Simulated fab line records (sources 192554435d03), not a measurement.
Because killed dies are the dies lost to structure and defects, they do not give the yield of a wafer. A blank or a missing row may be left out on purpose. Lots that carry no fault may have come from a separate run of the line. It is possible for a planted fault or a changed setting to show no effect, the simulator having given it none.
Lot-split experiment :: flow n5_finfet :: 21 wafers read across 7 lots, on a route 1938 steps long

## THE SPLIT ITSELF
At N5_GATE_CUT_DESCUM_18 (chemistry O2, time 7 s), the setting time_s was moved away from the recipe's 7 s on 5 of the 21 wafers read, by -19.1% to +13.8%. The other wafers ran this setting at the recipe's value.

Between the split and the reading, the file records no step.

## THE READING
CAR-EUV_of_GATE_CUT_COAT_07.thk_nm (the simulator's own value, which no gauge read), in nm, at N5_GATE_CUT_ETCH_28 (etches underlayer in N2/H2, target depth 13 nm, time 10.4 s). The file gives no usual value for it. Average 14.6 nm, standard deviation 0.11 nm, over the 16 wafers here run with the recipe.

wafer: L078.1
tool, chamber at the split: rie_diel-05, 1
time_s as run, s: 7
against the recipe: recipe
CAR-EUV_of_GATE_CUT_COAT_07.thk_nm, nm: 14.6
against lot-mates on the recipe: -

wafer: L078.5
tool, chamber at the split: rie_diel-05, 2,1
time_s as run, s: 7
against the recipe: recipe
CAR-EUV_of_GATE_CUT_COAT_07.thk_nm, nm: 14.6
against lot-mates on the recipe: -

wafer: L078.4
tool, chamber at the split: rie_diel-05, 2,1
time_s as run, s: 7
against the recipe: recipe
CAR-EUV_of_GATE_CUT_COAT_07.thk_nm, nm: 14.4
against lot-mates on the recipe: -

wafer: L079.1
tool, chamber at the split: rie_diel-02, 0
time_s as run, s: 7
against the recipe: recipe
CAR-EUV_of_GATE_CUT_COAT_07.thk_nm, nm: 14.8
against lot-mates on the recipe: -

wafer: L079.2
tool, chamber at the split: rie_diel-02, 3
time_s as run, s: 7.969
against the recipe: +13.8%
CAR-EUV_of_GATE_CUT_COAT_07.thk_nm, nm: 14.2
against lot-mates on the recipe: -0.6

wafer: L079.6
tool, chamber at the split: rie_diel-02, 3
time_s as run, s: 7.969
against the recipe: +13.8%
CAR-EUV_of_GATE_CUT_COAT_07.thk_nm, nm: 14.2
against lot-mates on the recipe: -0.6

wafer: L080.1
tool, chamber at the split: rie_diel-04, 1
time_s as run, s: 7
against the recipe: recipe
CAR-EUV_of_GATE_CUT_COAT_07.thk_nm, nm: 14.6
against lot-mates on the recipe: -

wafer: L080.2
tool, chamber at the split: rie_diel-04, 3,2
time_s as run, s: 7
against the recipe: recipe
CAR-EUV_of_GATE_CUT_COAT_07.thk_nm, nm: 14.6
against lot-mates on the recipe: -

wafer: L080.3
tool, chamber at the split: rie_diel-04, 3,2
time_s as run, s: 7
against the recipe: recipe
CAR-EUV_of_GATE_CUT_COAT_07.thk_nm, nm: 14.4
against lot-mates on the recipe: -

wafer: L082.2
tool, chamber at the split: rie_diel-02, 2
time_s as run, s: 7
against the recipe: recipe
CAR-EUV_of_GATE_CUT_COAT_07.thk_nm, nm: 14.6
against lot-mates on the recipe: -

wafer: L082.4
tool, chamber at the split: rie_diel-02, 0,2
time_s as run, s: 7
against the recipe: recipe
CAR-EUV_of_GATE_CUT_COAT_07.thk_nm, nm: 14.8
against lot-mates on the recipe: -

wafer: L082.6
tool, chamber at the split: rie_diel-02, 0,2
time_s as run, s: 7
against the recipe: recipe
CAR-EUV_of_GATE_CUT_COAT_07.thk_nm, nm: 14.8
against lot-mates on the recipe: -

wafer: L083.1
tool, chamber at the split: rie_diel-04, 2
time_s as run, s: 7
against the recipe: recipe
CAR-EUV_of_GATE_CUT_COAT_07.thk_nm, nm: 14.6
against lot-mates on the recipe: -

wafer: L083.5
tool, chamber at the split: rie_diel-04, 0,1
time_s as run, s: 7
against the recipe: recipe
CAR-EUV_of_GATE_CUT_COAT_07.thk_nm, nm: 14.6
against lot-mates on the recipe: -

wafer: L083.6
tool, chamber at the split: rie_diel-04, 0,1
time_s as run, s: 7
against the recipe: recipe
CAR-EUV_of_GATE_CUT_COAT_07.thk_nm, nm: 14.6
against lot-mates on the recipe: -

wafer: L085.4
tool, chamber at the split: rie_diel-05, 3,0
time_s as run, s: 5.664
against the recipe: -19.1%
CAR-EUV_of_GATE_CUT_COAT_07.thk_nm, nm: 15.4
against lot-mates on the recipe: +0.8

wafer: L085.5
tool, chamber at the split: rie_diel-05, 3,0
time_s as run, s: 5.664
against the recipe: -19.1%
CAR-EUV_of_GATE_CUT_COAT_07.thk_nm, nm: 15.4
against lot-mates on the recipe: +0.8

wafer: L085.6
tool, chamber at the split: rie_diel-05, 2
time_s as run, s: 7
against the recipe: recipe
CAR-EUV_of_GATE_CUT_COAT_07.thk_nm, nm: 14.6
against lot-mates on the recipe: -

wafer: L097.2
tool, chamber at the split: rie_diel-05, 0
time_s as run, s: 6.046
against the recipe: -13.6%
CAR-EUV_of_GATE_CUT_COAT_07.thk_nm, nm: 15.2
against lot-mates on the recipe: +0.6

wafer: L097.3
tool, chamber at the split: rie_diel-05, 2,1
time_s as run, s: 7
against the recipe: recipe
CAR-EUV_of_GATE_CUT_COAT_07.thk_nm, nm: 14.6
against lot-mates on the recipe: -

wafer: L097.5
tool, chamber at the split: rie_diel-05, 2,1
time_s as run, s: 7
against the recipe: recipe
CAR-EUV_of_GATE_CUT_COAT_07.thk_nm, nm: 14.6
against lot-mates on the recipe: -
When a row names more than one chamber, that row covers several wafers, and the file does not tell which wafer ran in which chamber.

THE FIT
A straight line over all 21 wafers: CAR-EUV_of_GATE_CUT_COAT_07.thk_nm changes by -0.0378 nm for each +1% of time_s; r = -0.94; the points scatter about the line by 0.11 nm.
The same after taking each lot's own level away (the mean of its wafers on the recipe; 21 wafers): -0.0427 nm for each +1%; r = -0.98; scatter 0.065 nm.
On that fit, the largest move of time_s shifts the reading by 0.81 nm.
The lots' own levels span 14.53 to 14.80 nm, that is 2.4 times the standard deviation above.
So the slope is not independent of the lot-to-lot level: the two fits are not the same.
Check: with one of the wafers moved furthest among these (-19.1%) left out of the fit, the line predicts +0.818 nm for it against its lot-mates. Against them it came out at +0.8 nm.

## FURTHER SPLITS ON THESE WAFERS
Other splits were also applied to these wafers ahead of the reading. Each is held against what the fit with the lots' levels taken away leaves over:
other split on the same wafers: N5_SDB_ETCH_17 bias_w
wafers away from the commonest value: 8
r with CAR-EUV_of_GATE_CUT_COAT_07.thk_nm (lot level and that fit taken away): +0.11

other split on the same wafers: N5_HKMG_FIN_EXPOSE_09 dose_mj
wafers away from the commonest value: 9
r with CAR-EUV_of_GATE_CUT_COAT_07.thk_nm (lot level and that fit taken away): -0.03

other split on the same wafers: N5_HKMG_FIN_DEVELOP_11 develop_time_s
wafers away from the commonest value: 7
r with CAR-EUV_of_GATE_CUT_COAT_07.thk_nm (lot level and that fit taken away): -0.23

other split on the same wafers: N5_GATE_CUT_COAT_35 spin_rpm
wafers away from the commonest value: 7
r with CAR-EUV_of_GATE_CUT_COAT_07.thk_nm (lot level and that fit taken away): -0.09

## THE WHOLE CHAIN: every reading that the file lists as answering this split, in the file's order
step: N5_GATE_CUT_DESCUM_18
what it does: chemistry O2, time 7 s
reading: CAR-EUV_of_GATE_CUT_COAT_07.thk_nm (the simulator's own value, which no gauge read)
change (the file's fit): -0.034 nm for each +1% of the setting
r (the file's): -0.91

step: N5_GATE_CUT_ETCH_28
what it does: etches underlayer in N2/H2, target depth 13 nm, time 10.4 s
reading: CAR-EUV_of_GATE_CUT_COAT_07.thk_nm (the simulator's own value, which no gauge read)
change (the file's fit): -0.0428 nm for each +1% of the setting
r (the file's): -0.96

## THE FILE'S OWN FIT
CAR-EUV_of_GATE_CUT_COAT_07.thk_nm changes by -0.0428 nm for each +1% of time_s, r = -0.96.
